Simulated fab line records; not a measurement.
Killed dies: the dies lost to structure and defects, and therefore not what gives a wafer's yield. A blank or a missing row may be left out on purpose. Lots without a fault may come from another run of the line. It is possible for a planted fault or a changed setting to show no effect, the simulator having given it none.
fab line records ; flow n5Finfet
record: lots: 10; wafers: 30; lastDay: 18
route steps=1938 shown BEOL_M6@1252 BEOL_M7@1278 PASSIVATION@1936
lots with no fault: from the same line, run without faults
startH: hours from the record's first day to the start of the lot's first wafer shown ; waitH: hours since the lot's step before ; " identical to the entry in the row above ; L1.1+2: one row covering several wafers at once ; - no value, or no start was given ; * or withheld: withheld ; < > ~ a bound
route shown NAME@n: NAME is a module with steps in the file, n the number in the route of the first one ; usual: mean and standard deviation over wafers with no fault ; same: alike in all rows ; chamber/n: place in a boat ; sites: per-site readings ; _std_site: standard deviation of those values ; _edge_site: mean of outer sites minus mean of inner sites ; radiusMm: how far each site lies from the wafer's centre ; mask NAME#n: copy n ; behind: the last tool/chamber to shape the wafer ; hold: reason for holding the lot/hours on hold/outcome of the hold ; device: which transistor (n, p or np) failed to switch ; end of line: tests run on the same wafers once the route is complete ; a step without rows: its recipe alone ; killed: dies lost to structure and defects at the first sort, not the wafer's yield ; map: shows each die of a wafer: x if killed, . if not, _ if none is there
set.NAME: the run value of the setting; set.NAME@STEP: its run value at that earlier step ; model.NAME: the simulator's own value behind a step, which no gauge read
a sample of lots followed through the steps of the route, with each step as a table and each wafer as a row
services: a tool's chamber out of use, with start hour (startH, from the record's first day; less than 0 if before it), hours out, and reason
== steps ==
step: N5_BEOL_M6_SURFACE_TREAT_79
recipe: gas: Ar; timeS: *; ionEnergyEv: *; ionCurrentMaCm2: 0.5; pressureMtorr: *; arFlowSccm: 30
usual: throttleValvePct: *
lot.wafer;tool;chamber;startH;waitH;throttleValvePct
L207.3;pvdSputter-01;-;226.65;0.2;*
L207.4;pvdSputter-01;-;226.65;0.2;*
L207.6;pvdSputter-01;-;226.65;0.2;*
L208.2;pvdSputter-01;-;230.86;0.2;*
L208.3;pvdSputter-01;-;230.86;0.2;*
L208.4;pvdSputter-01;-;230.86;0.2;*
L210.1;pvdSputter-02;-;243.95;0.2;*
L210.4;pvdSputter-02;-;243.95;0.2;*
L210.6;pvdSputter-02;-;243.95;0.2;*
L212.2;pvdSputter-02;-;256.72;0.2;*
L212.5;pvdSputter-02;-;256.72;0.2;*
L212.6;pvdSputter-02;-;256.72;0.2;*
L213.1;pvdSputter-02;-;274.38;0.2;*
L213.4;pvdSputter-02;-;274.38;0.2;*
L213.5;pvdSputter-02;-;274.38;0.2;*
L214.1;pvdSputter-03;-;279.31;0.2;*
L214.4;pvdSputter-03;-;279.31;0.2;*
L214.6;pvdSputter-03;-;279.31;0.2;*
L216.3;pvdSputter-02;-;283.80;0.2;*
L216.4;pvdSputter-02;-;283.80;0.2;*
L216.6;pvdSputter-02;-;283.80;0.2;*
L217.1;pvdSputter-01;-;293.89;0.3;*
L217.2;pvdSputter-01;-;293.89;0.3;*
L217.6;pvdSputter-01;-;293.89;0.3;*
L224.2;pvdSputter-01;-;330.66;0.2;*
L224.3;pvdSputter-01;-;330.66;0.2;*
L224.6;pvdSputter-01;-;330.66;0.2;*
L226.1;pvdSputter-01;-;340.12;0.3;*
L226.4;pvdSputter-01;-;340.12;0.3;*
L226.6;pvdSputter-01;-;340.12;0.3;*
step: N5_BEOL_M6_CMP_52
recipe: stopOn: SiCOH_lowk; tOverpolishS: 6.9; downForcePsi: 1; platenRpm: 50; clearingPlatenDownForcePsi: 1.5; clearingPlatenRpm: 50; postCmpClean: cuAlkaline; targetThkNm: 80; clearingPlatenPadVelocityMS: 0.99484; padVelocityMS: 0.99484
usual: barrierFieldEndpointS: 28.7/0.59; clearingPlatenRpm: 50.004/0.028; motorCurrentA: 5.9/0.5; overpolishRunS: 6.901/0.009; slurryFilterDpKPa: 13.48/0.13; timeToEndpointS: 61.8/2
lot.wafer;tool;chamber;startH;waitH;barrierFieldEndpointS;clearingPlatenRpm;motorCurrentA;overpolishRunS;slurryFilterDpKPa;timeToEndpointS
L207.4;cmp-04;3;229.36;0.2;28.6;50.012;5.7;6.904;13.41;57.5
L207.3;cmp-04;0;229.36;0.2;28.8;49.973;5.3;6.905;13.55;58.8
L207.6;cmp-04;3;229.36;0.2;29.4;49.998;5.5;6.916;13.26;60.0
L208.2;cmp-01;2;231.56;0.2;28.0;49.987;5.4;6.887;13.62;59.7
L208.4;cmp-01;3;231.56;0.2;28.7;50.071;6.4;6.900;13.54;61.1
L208.3;cmp-01;0;231.56;0.2;28.3;50.015;5.9;6.910;13.51;61.0
L210.4;cmp-01;2;246.27;0.1;28.1;50.010;5.3;6.897;13.43;63.9
L210.1;cmp-01;1;246.27;0.1;28.0;50.008;6.0;6.925;13.73;63.9
L210.6;cmp-01;2;246.27;0.1;28.7;50.022;5.4;6.885;13.35;65.8
L212.2;cmp-04;1;257.70;0.3;28.4;50.035;6.2;6.903;13.50;60.5
L212.6;cmp-04;2;257.70;0.3;29.6;49.999;6.8;6.907;13.71;62.3
L212.5;cmp-04;3;257.70;0.3;28.5;50.006;5.6;6.902;13.44;61.9
L213.4;cmp-01;0;275.25;0.1;29.2;50.009;6.0;6.913;13.60;62.6
L213.1;cmp-01;3;275.25;0.1;28.5;50.024;6.8;6.910;13.59;64.5
L213.5;cmp-01;0;275.25;0.1;29.1;49.981;5.5;6.908;13.68;64.2
L214.4;cmp-02;2;280.16;0.1;29.1;49.923;5.1;6.895;13.36;58.7
L214.1;cmp-02;1;280.16;0.1;28.7;50.017;6.3;6.885;13.37;61.5
L214.6;cmp-02;3;280.16;0.1;29.4;49.980;5.5;6.902;13.42;62.1
L216.4;cmp-01;0;284.61;0.2;29.5;49.977;5.5;6.906;13.48;65.4
L216.3;cmp-01;1;284.61;0.2;27.4;50.034;6.0;6.876;13.38;61.0
L216.6;cmp-01;2;284.61;0.2;28.6;50.032;5.9;6.903;13.34;62.1
L217.2;cmp-02;0;294.74;0.2;28.3;50.034;5.1;6.885;13.48;62.0
L217.1;cmp-02;2;294.74;0.2;27.3;50.011;5.4;6.906;13.61;58.6
L217.6;cmp-02;0;294.74;0.2;28.2;49.997;5.2;6.896;13.33;61.0
L224.3;cmp-04;0;331.51;0.2;29.0;50.002;5.3;6.879;13.57;62.6
L224.2;cmp-04;1;331.51;0.2;28.7;49.956;6.3;6.919;13.14;64.5
L224.6;cmp-04;3;331.51;0.2;28.7;50.031;5.9;6.902;13.31;63.0
L226.4;cmp-04;3;341.19;0.2;28.6;49.996;6.1;6.909;13.57;60.9
L226.1;cmp-04;0;341.19;0.2;28.9;50.056;5.4;6.909;13.54;59.0
L226.6;cmp-04;3;341.19;0.2;29.1;50.012;5.5;6.906;13.36;60.5
step: N5_BEOL_M6_DEP_56
recipe: material: SiCN; targetThkA: 100; tempC: withheld; precursor: 3MS/NH3; pressureTorr: 3; rfW: 202; timeS: 17.5
usual: showerheadPlenumPTorr: 3.668/0.0085; throttleValvePct: 9.1/0.61
lot.wafer;tool;chamber;startH;waitH;showerheadPlenumPTorr;throttleValvePct
L207.3;pecvd-01;2;229.68;0.0;3.665;8.7
L207.4;pecvd-01;1;229.68;0.0;3.672;9.2
L207.6;pecvd-01;0;229.68;0.0;3.662;8.7
L208.2;pecvd-03;0;231.92;0.0;3.666;9.2
L208.3;pecvd-03;2;231.92;0.0;3.669;8.3
L208.4;pecvd-03;1;231.92;0.0;3.671;9.7
L210.1;pecvd-03;0;246.63;0.0;3.666;8.7
L210.4;pecvd-03;2;246.63;0.0;3.682;8.3
L210.6;pecvd-03;0;246.63;0.0;3.673;8.8
L212.2;pecvd-04;0;257.95;0.0;3.653;10.5
L212.5;pecvd-04;0;257.95;0.0;3.669;10.5
L212.6;pecvd-04;2;257.95;0.0;3.647;8.5
L213.1;pecvd-04;2;275.61;0.0;3.658;8.9
L213.4;pecvd-04;1;275.61;0.0;3.672;8.6
L213.5;pecvd-04;2;275.61;0.0;3.658;8.8
L214.1;pecvd-01;0;280.51;0.0;3.670;8.8
L214.4;pecvd-01;2;280.51;0.0;3.662;9.0
L214.6;pecvd-01;0;280.51;0.0;3.665;8.8
L216.3;pecvd-04;1;284.89;0.0;3.665;8.4
L216.4;pecvd-04;2;284.89;0.0;3.650;8.7
L216.6;pecvd-04;1;284.89;0.0;3.676;8.6
L217.1;pecvd-04;0;295.09;0.0;3.673;10.1
L217.2;pecvd-04;2;295.09;0.0;3.655;8.8
L217.6;pecvd-04;2;295.09;0.0;3.653;8.8
L224.2;pecvd-03;1;331.83;0.0;3.675;9.8
L224.3;pecvd-03;2;331.83;0.0;3.669;8.5
L224.6;pecvd-03;0;331.83;0.0;3.665;9.0
L226.1;pecvd-01;1;341.51;0.0;3.676;9.3
L226.4;pecvd-01;0;341.51;0.0;3.657;8.5
L226.6;pecvd-01;1;341.51;0.0;3.673;9.3
step: N5_BEOL_M6_INSPECT_58
recipe: inspectInstrument: darkfield; mode: postDep
usual: rawDefectCount: 62/20
lot.wafer;tool;chamber;startH;waitH;rawDefectCount
L207.3;defectInspect-01;-;229.78;0.0;45
L207.4;defectInspect-01;-;229.78;0.0;26
L207.6;defectInspect-01;-;229.78;0.0;36
L208.2;defectInspect-01;-;232.01;0.0;63
L208.3;defectInspect-01;-;232.01;0.0;69
L208.4;defectInspect-01;-;232.01;0.0;54
L210.1;defectInspect-02;-;246.73;0.0;42
L210.4;defectInspect-02;-;246.73;0.0;49
L210.6;defectInspect-02;-;246.73;0.0;58
L212.2;defectInspect-01;-;258.04;0.0;59
L212.5;defectInspect-01;-;258.04;0.0;65
L212.6;defectInspect-01;-;258.04;0.0;40
L213.1;defectInspect-02;-;275.71;0.0;81
L213.4;defectInspect-02;-;275.71;0.0;121
L213.5;defectInspect-02;-;275.71;0.0;60
L214.1;defectInspect-02;-;280.61;0.0;82
L214.4;defectInspect-02;-;280.61;0.0;76
L214.6;defectInspect-02;-;280.61;0.0;110
L216.3;defectInspect-02;-;284.99;0.0;76
L216.4;defectInspect-02;-;284.99;0.0;982
L216.6;defectInspect-02;-;284.99;0.0;81
L217.1;defectInspect-02;-;295.38;0.0;61
L217.2;defectInspect-02;-;295.38;0.0;33
L217.6;defectInspect-02;-;295.38;0.0;43
L224.2;defectInspect-01;-;332.20;0.3;58
L224.3;defectInspect-01;-;332.20;0.3;47
L224.6;defectInspect-01;-;332.20;0.3;111
L226.1;defectInspect-02;-;341.60;0.0;66
L226.4;defectInspect-02;-;341.60;0.0;45
L226.6;defectInspect-02;-;341.60;0.0;76
step: N5_BEOL_M7_INSPECT_13
recipe: mode: adi; inspectInstrument: brightfield
usual: rawDefectCount: 366/82
lot.wafer;tool;chamber;startH;waitH;rawDefectCount
L207.3;defectInspect-01;-;231.46;0.0;319
L207.4;defectInspect-01;-;231.46;0.0;244
L207.6;defectInspect-01;-;231.46;0.0;407
L208.2;defectInspect-02;-;236.34;0.0;337
L208.3;defectInspect-02;-;236.34;0.0;266
L208.4;defectInspect-02;-;236.34;0.0;312
L210.1;defectInspect-01;-;250.09;0.0;296
L210.4;defectInspect-01;-;250.09;0.0;328
L210.6;defectInspect-01;-;250.09;0.0;227
L212.2;defectInspect-02;-;260.89;0.0;644
L212.5;defectInspect-02;-;260.89;0.0;405
L212.6;defectInspect-02;-;260.89;0.0;371
L213.1;defectInspect-01;-;278.47;0.0;234
L213.4;defectInspect-01;-;278.47;0.0;318
L213.5;defectInspect-01;-;278.47;0.0;207
L214.1;defectInspect-01;-;284.05;0.0;372
L214.4;defectInspect-01;-;284.05;0.0;443
L214.6;defectInspect-01;-;284.05;0.0;387
L216.3;defectInspect-02;-;287.42;0.0;499
L216.4;defectInspect-02;-;287.42;0.0;1252
L216.6;defectInspect-02;-;287.42;0.0;475
L217.1;defectInspect-01;-;297.94;0.0;320
L217.2;defectInspect-01;-;297.94;0.0;210
L217.6;defectInspect-01;-;297.94;0.0;289
L224.2;defectInspect-01;-;335.24;0.0;413
L224.3;defectInspect-01;-;335.24;0.0;429
L224.6;defectInspect-01;-;335.24;0.0;390
L226.1;defectInspect-01;-;343.97;0.0;380
L226.4;defectInspect-01;-;343.97;0.0;370
L226.6;defectInspect-01;-;343.97;0.0;317
step: N5_PASSIVATION_PROBE_49
usual: defectLimitedYield: 91.2/1.5; killed_at_M0_to_M3: 32/9.6; killed_at_M4_up: 13/5.3; killedAtContacts: 13/6.7; killedAtFrontEnd: 42/11; killedAtOther: 3.8/2.9; killedDies: 103/17; killedOnRim: 14/4.4; killedOpen: 67/13; killedShort: 35/7.9; sort_bin_5_function: 5.2/0.94; sort_bin_6_memory: 3.3/0.64; sortNPass: 1077/17; sortYieldPct: 91.2/1.5
same: grossDies: 1180; killedAtBackSide: 0; sort_bin_4_leakage[%]: 0; sort_bin_8_speed[%]: 0
lot.wafer;tool;chamber;startH;waitH;defectLimitedYield[%];killed_at_M0_to_M3;killed_at_M4_up;killedAtContacts;killedAtFrontEnd;killedAtOther;killedDies;killedOnRim;killedOpen;killedShort;sort_bin_5_function[%];sort_bin_6_memory[%];sortNPass;sortYieldPct[%]
L216.3;prober-01;-;376.48;0.1;91.7;22;7;13;46;10;98;8;60;37;5.2;2.9;1082;91.7
L216.4;prober-01;-;376.53;0.2;43.0;12;616;9;34;2;673;77;38;20;37.0;15.9;507;43.0
L216.6;prober-01;-;376.63;0.3;91.5;36;11;13;35;5;100;12;58;42;5.3;2.8;1080;91.5
killed by level:class
L216.3 FIN_SAQP:geometricParticle:open=11 MOL_CONTACT_COAG:geometricParticle:open=11 GATE_CUT:geometricParticle:short=8 BEOL_M0_SAQP:geometricParticle:short=8 FIN_SAQP:geometricParticle:short=6 DUMMY_GATE:geometricParticle:open=5 BEOL_M0_SAQP:geometricParticle:open=5 BEOL_M2:geometricParticle:open=5
L216.4 BEOL_M6:unspecified=614 FIN_SAQP:geometricParticle:open=10 MOL_CONTACT_COAG:geometricParticle:open=8 STARTING-WAFER:geometricParticle:open=6 FIN_SAQP:geometricParticle:short=5 STI_FIN_REVEAL:geometricParticle:open=4 BEOL_M0_SAQP:geometricParticle:open=4 GATE_CUT:geometricParticle:short=3
L216.6 BEOL_M0_SAQP:geometricParticle:open=11 FIN_SAQP:geometricParticle:short=10 FIN_SAQP:geometricParticle:open=10 MOL_CONTACT_COAG:geometricParticle:open=9 BEOL_M0_SAQP:geometricParticle:short=7 BEOL_M1:geometricParticle:open=6 MOL_CONTACT_COAG:geometricParticle:short=4 BEOL_M3:geometricParticle:open=4
== services ==
tool;chamber;startH;hours;kind
cmp-02;-;205.70;5.9;pm
pecvd-04;0;228.16;5.5;scheduledDown
cmp-01;-;247.09;1.8;repair
cmp-02;-;247.15;4.0;pm
cmp-02;-;251.15;-;consumableReplace:conditioner
cmp-02;-;251.15;-;consumableReplace:pad
cmp-04;-;252.97;1.8;repair
cmp-02;-;256.86;1.4;repair
pecvd-03;-;259.47;5.5;pm
cmp-01;-;268.50;4.0;pm
pvdSputter-03;-;271.86;1.3;repair
cmp-01;-;272.50;-;consumableReplace:conditioner
cmp-01;-;272.50;-;consumableReplace:pad
cmp-01;-;279.79;0.9;repair
pecvd-04;-;300.67;1.8;repair
cmp-04;-;301.93;4.0;pm
cmp-04;-;305.93;-;consumableReplace:conditioner
cmp-04;-;305.93;-;consumableReplace:pad
cmp-01;-;306.65;1.1;repair
pecvd-01;0;320.20;12.9;repair
cmp-04;-;323.99;2.3;repair
cmp-02;-;326.83;0.7;repair
pecvd-03;0;333.37;5.5;scheduledDown
== key ==
firstSign: step: N5_BEOL_M6_INSPECT_58; reading: rawDefectCount; direction: up; sigmas: 46; usual: 62; struck: 982
effect: step: N5_BEOL_M7_INSPECT_13; reading: rawDefectCount; direction: up; sigmas: 11; usual: 366; struck: 1252
effect: step: N5_PASSIVATION_PROBE_49; reading: killed_at_M4_up; direction: up; sigmas: 99+; usual: 13; struck: 616
moreKillsBornAt: N5_BEOL_M6_CMP_52@cmp-01: 614
metAt N5_BEOL_M6_CMP_52
struckLots L216
struckWafers L216.4
notActingAt N5_BEOL_M6_SURFACE_TREAT_79,N5_BEOL_M6_DEP_56
onsetBetween 275.25 284.61
fault: kind: chamberParticleSource; tool: cmp-01; chamber: 0; onsetH: 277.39; steps: N5_BEOL_M6_CMP_52; ratePerVisitCm2: 1.3624; endH: 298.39
